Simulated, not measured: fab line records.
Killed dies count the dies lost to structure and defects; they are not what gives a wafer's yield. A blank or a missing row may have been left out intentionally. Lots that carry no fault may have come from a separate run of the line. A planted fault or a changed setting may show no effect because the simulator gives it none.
Chamber matching :: flow nand-harc :: NHARC_A_STAIRCASE_DEP_322 on pecvd-01 has 3 sister chambers
The step deposits SiO2, target thk 3800 nm. 3 wafers are shown with their chamber, then 7 later ones without.

## WAFERS PAIRED WITH THEIR CHAMBERS
wafer: L082.6
chamber: 0
heater-power-w (W): 694

wafer: L090.1
chamber: 1
heater-power-w (W): 730

wafer: L090.3
chamber: 2
heater-power-w (W): 681

## WAFERS WITHOUT THEIR CHAMBER
wafer: L090.6
heater-power-w (W): 650

wafer: L092.1
heater-power-w (W): 825

wafer: L092.2
heater-power-w (W): 585

wafer: L092.4
heater-power-w (W): 539

wafer: L091.1
heater-power-w (W): 841

wafer: L091.5
heater-power-w (W): 534

wafer: L091.6
heater-power-w (W): 715

## CHAMBER TAKEN BY EACH
wafer: L090.6
from the rows above: can't be placed: 2 or 0 or 1
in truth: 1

wafer: L092.1
from the rows above: can't be placed: 1 or 0 or 2
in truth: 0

wafer: L092.2
from the rows above: can't be placed: 2 or 0 or 1
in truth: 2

wafer: L092.4
from the rows above: can't be placed: 2 or 0 or 1
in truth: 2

wafer: L091.1
from the rows above: can't be placed: 1 or 0 or 2
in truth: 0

wafer: L091.5
from the rows above: can't be placed: 2 or 0 or 1
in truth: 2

wafer: L091.6
from the rows above: can't be placed: 1 or 0 or 2
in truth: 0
Correct placement for 0 of the 7. Not placeable from these rows: 7 (in 7, the candidates include the true chamber). Number placed wrongly: 0.
How it was worked out, from the rows above alone: a wafer's distance from a chamber is the root of the sum, over the readings, of the square of ((its reading less the chamber's mean) divided by the reading's scatter). If the next closest chamber is less than 2 further off than the closest, the wafer can't be placed; otherwise it belongs to the closest. For every chamber, the mean is computed from those of its wafers that are shown. The scatter (one wafer shown for each chamber): square how far every hidden wafer sits from the nearest shown wafer, average those squares and take the square root.
